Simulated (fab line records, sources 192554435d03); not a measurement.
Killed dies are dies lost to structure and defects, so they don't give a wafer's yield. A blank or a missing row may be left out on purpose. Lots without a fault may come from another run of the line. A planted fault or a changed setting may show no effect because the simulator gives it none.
A struck lot beside a sound one | flow n5_finfet | 38 steps out of a route of 1938
Sound: wafers L885.2, L885.4, L885.6. Struck: wafers L902.1, L902.6. (L902.3 of the same lot was not struck and is left out.) The cause comes at the end.
At each step with rows: each side's tool, then ch and its chambers, then its first start. Under that, the readings that differ: sound wafers | struck wafers | difference of the means | sigmas: that difference in standard deviations of wafers without a fault.
alike: readings whose means differ by less than 2 such deviations, and words and numbers that are the same on both sides. not compared: withheld readings, readings that some wafer has no value for, bounds like >300 that may hide the same value, and numbers for which the record gives no deviation and whose values overlap.
The two part at a step that has a row with sigmas, a row that says differs or no value, or rows on one side only. Numbers that don't overlap but have no deviation are shown without sigmas and don't part them. A reading that every wafer of one side lacks parts them only if that side has two wafers or more.

first, 8 steps without rows for these wafers: N5_BEOL_M1_ECD_50 (material Cu, target thk 300 nm); N5_BEOL_M1_ANNEAL_51 (time 90 s); N5_BEOL_M1_CMP_52 (polishes, stops on SiOC, t overpolish 6.8 s, target thk 40 nm); N5_BEOL_M1_PRE_CLEAN_60 (time 15 s); N5_BEOL_M1_CO_CAP_55 (material Co, precursor CCTBA/H2, target thk 2 nm, time 102.1 s); N5_BEOL_M1_PRE_CLEAN_56 (time 15 s); N5_BEOL_M1_DEP_57 (deposits SiCN from 3MS/NH3, target thk 8 nm, time 14 s); N5_BEOL_M2_ILD_DEP_00 (deposits SiOC from DEMS/O2, target thk 79 nm, time 15.3 s).
N5_BEOL_M2_PECVD_72: deposits SiO2 from TEOS/O2, target thk 16 nm, time 18 s.
  sound on pecvd-01 ch 0,1,2, day 6 19:23; struck on pecvd-01 ch 1,2, day 11 16:40
  reading                                    | sound          | struck | difference | sigmas
  model.SiO2_of_BEOL_M2_PECVD_72.thk_nm (nm) | 15.8 16.2 15.8 | 22 22  | +6         |
  alike: heater_power_w, showerhead_plenum_p_Torr, throttle_valve_pct
  not compared: since_wet_clean_h
then, 25 steps without rows for these wafers: N5_BEOL_M2_HM_DEP_02 (deposits TiN, target thk 20 nm); N5_BEOL_M2_COAT_61 (time 60 s, resist thk 60 nm); N5_BEOL_M2_COAT_62 (time 60 s, resist thk 12 nm); N5_BEOL_M2_COAT_73 (time 60 s, resist thk 5 nm); N5_BEOL_M2_COAT_05 (resist thk 30 nm); N5_BEOL_M2_EBR_07; N5_BEOL_M2_SOFTBAKE_06 (time 60 s); N5_BEOL_M2_EXPOSE_08 (exposes mask M2); N5_BEOL_M2_PEB_09 (peb time 60 s); N5_BEOL_M2_DEVELOP_10 (develop time 30 s); N5_BEOL_M2_DESCUM_16 (chemistry O2, time 7 s); N5_BEOL_M2_ETCH_74 (etches underlayer in N2/H2, target depth 6.5 nm, time 5.2 s); N5_BEOL_M2_ETCH_63 (etches SiARC in CF4, target depth 15.6 nm, time 26 s); N5_BEOL_M2_ETCH_64 (etches SOC in N2/H2, target depth 75 nm, overetch 22.5 nm, time 121.9 s); N5_BEOL_M2_STRIP_65 (strips in N2/H2); N5_BEOL_M2_STRIP_75 (strips in N2/H2); N5_BEOL_M2_STRIP_66 (strips in CF4); N5_BEOL_M2_HM_OPEN_17 (chemistry Cl2/BCl3, target TiN, target depth 20 nm, overetch 6 nm); N5_BEOL_M2_STRIP_19 (strips in O2); N5_BEOL_M2_COAT_67 (time 60 s, resist thk 60 nm); N5_BEOL_M2_COAT_68 (time 60 s, resist thk 12 nm); N5_BEOL_M2_COAT_76 (time 60 s, resist thk 5 nm); N5_BEOL_M2_COAT_22 (resist thk 30 nm); N5_BEOL_M2_EBR_24; N5_BEOL_M2_SOFTBAKE_23 (time 60 s).
N5_BEOL_M2_HM_STRIP_39: strips TiN in peroxide tin strip, target depth 25 nm, time 158 s.
  sound on wet_bench-05 ch 3,5,6, day 7 02:31; struck on wet_bench-03 ch 4,7, day 11 19:50
  reading                                    | sound        | struck    | difference | sigmas
  model.SiO2_of_BEOL_M2_PECVD_72.thk_nm (nm) | 15.6 16 15.6 | 21.8 21.8 | +6.1       |
  alike: bath_guard_temp_C
N5_BEOL_M2_CMP_52: polishes, stops on SiOC, t overpolish 6.8 s, target thk 40 nm.
  sound on cmp-01 ch 1,2, day 7 05:45; struck on cmp-03 ch 0, day 11 22:52
  reading                      | sound          | struck    | difference | sigmas
  barrier_field_endpoint_s (s) | 26.0 24.1 26.2 | 31.2 31.4 | +5.9       | +7
  alike: edge_zone_pressure_frac, head_pressure_psi, motor_current_A, retaining_ring_pressure_frac
N5_BEOL_M4_RC_MEAS_101:
  sound on prober-01 ch 0, day 8 01:14; struck on prober-01 ch 0, day 12 20:31
  alike: DIBL_N, DIBL_P, IOFF_N, IOFF_P, ION_N, ION_P, SS_N, SS_P, VT_N, VT_P
then, 1 step without rows for these wafers: N5_PASSIVATION_PROBE_49.

WHERE THEY PART
Only at N5_BEOL_M2_CMP_52, within this record. Later steps at which nothing parts them and some readings are alike: N5_BEOL_M4_RC_MEAS_101.

WHY: what the simulator had put in
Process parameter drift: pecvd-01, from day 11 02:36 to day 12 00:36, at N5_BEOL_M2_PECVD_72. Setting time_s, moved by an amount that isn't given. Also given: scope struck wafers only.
